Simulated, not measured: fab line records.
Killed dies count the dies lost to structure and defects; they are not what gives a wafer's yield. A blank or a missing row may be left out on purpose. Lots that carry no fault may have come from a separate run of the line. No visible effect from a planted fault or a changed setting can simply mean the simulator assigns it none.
A struck lot beside a sound one | flow n5Finfet | 14 steps out of a route of 1938
Sound: these wafers, L345.1, L345.4, L345.6. Wafers struck: L354.2, L354.3, L354.5. The cause is named last.
Order at every step that has rows: each side's tool, ch and its chambers, its first start. Under that, the readings that differ: sound wafers | struck wafers | difference of the means | sigmas: that difference in standard deviations of wafers without a fault.
alike: words and numbers the same on both sides, and readings whose means are apart by under 2 such deviations; not compared: readings that were withheld, readings missing a value for some wafer, numbers with overlapping values and no deviation given by the record, and bounds like >300 which may hide the same value.
The two part at a step that has a row with sigmas, a row that says differs or no value, or rows on one side only. Numbers that don't overlap but have no deviation are shown without sigmas and don't part them. Lack of a reading on every wafer of one side parts them only where that side has two or more wafers.

first, 2 steps without rows for these wafers: N5_HKMG_FIN_WET_ETCH_18 (etches TiN in SC1, time 55 s, target depth 5.2 nm, rinse time 30 s); N5_HKMG_FIN_STRIP_19 (strips in N2/H2, time 360 s).
N5_HKMG_FIN_ALD_91: deposits TiN, target thk 1 nm, pulse time 1 s, purge time 3 s.
  sound on aldMetal-03 ch 0,1,3, day 6 01:52; struck on aldMetal-04 ch 1,2, day 8 06:51
  alike: heaterPowerW, precursorPulseHeightRel
then, 2 steps without rows for these wafers: N5_HKMG_FIN_COAT_85 (time 60 s, resist thk 300 nm); N5_HKMG_FIN_ETCH_86 (etches SOC in N2/H2, stops on TiN, target depth 393.2 nm).
N5_HKMG_FIN_STRIP_89: strips SOC in N2/H2, time 20 s.
  sound on rieDiel-03 ch 0,2,3, day 6 02:16; struck on rieDiel-06 ch 1,2,3, day 8 07:22
  alike: drypumpMotorCurrentA, oesProductAu, powerW, rfVppV, showerheadPlenumPTorr, throttleValvePct
  not compared: rfHoursCounterH
then, 1 step without rows for these wafers: N5_HKMG_FIN_WET_ETCH_87 (etches TiN in SC1, time 154.2 s, target depth 4.7 nm, rinse time 30 s).
N5_HKMG_FIN_STRIP_88: strips in N2/H2, time 360 s.
  sound on plasmaAsher-02 ch 0,1, day 6 02:28; struck on plasmaAsher-01 ch 0, day 8 07:34
reading                  | sound       | struck      | difference | sigmas
drypumpMotorCurrentA (A) | 5.4 5.7 5.7 | 4.9 4.9 4.9 | -0.7       | -2
  alike: heaterPowerW
  not compared: rfHoursCounterH
then, 1 step without rows for these wafers: N5_HKMG_FIN_NWFM_ALD_20 (deposits TiAlC, target thk 2 nm, pulse time 3 s, purge time 2 s).
N5_HKMG_FIN_ALD_71: deposits TiN, target thk 1 nm, pulse time 1 s, purge time 3 s.
  sound on aldMetal-01 ch 2,3, day 6 02:56; struck on aldMetal-04 ch 1,2, day 8 08:03
  alike: heaterPowerW, precursorPulseHeightRel
then, 1 step without rows for these wafers: N5_HKMG_FIN_COAT_66 (time 60 s, resist thk 300 nm).
N5_HKMG_FIN_ETCH_67: etches SOC in N2/H2, stops on TiN, target depth 388.9 nm.
  sound on rieDiel-06 ch 1,3, day 6 03:17; struck on rieDiel-06 ch 0,1,3, day 8 08:24
  alike: drypumpMotorCurrentA, oesProductAu, rfVppV, showerheadPlenumPTorr, throttleValvePct
  not compared: rfHoursCounterH
N5_HKMG_FIN_STRIP_90: strips SOC in N2/H2, time 20 s.
  sound on rieDiel-06 ch 1,3, day 6 03:20; struck on rieDiel-06 ch 0,1,3, day 8 08:28
reading    | sound             | struck            | difference | sigmas
powerW (W) | 500.6 494.6 498.2 | 371.6 366.4 372.9 | -127.5     | -85
  alike: drypumpMotorCurrentA, oesProductAu, rfVppV, showerheadPlenumPTorr, throttleValvePct
  not compared: rfHoursCounterH
then, 1 step without rows for these wafers: N5_HKMG_FIN_WET_ETCH_73 (etches the open film in SC1, time 42.3 s, target depth 1.3 nm, rinse time 30 s).

== WHERE THEY PART ==
First at N5_HKMG_FIN_STRIP_88; last, within this record, at N5_HKMG_FIN_STRIP_90.

WHY: what had been put in by the simulator
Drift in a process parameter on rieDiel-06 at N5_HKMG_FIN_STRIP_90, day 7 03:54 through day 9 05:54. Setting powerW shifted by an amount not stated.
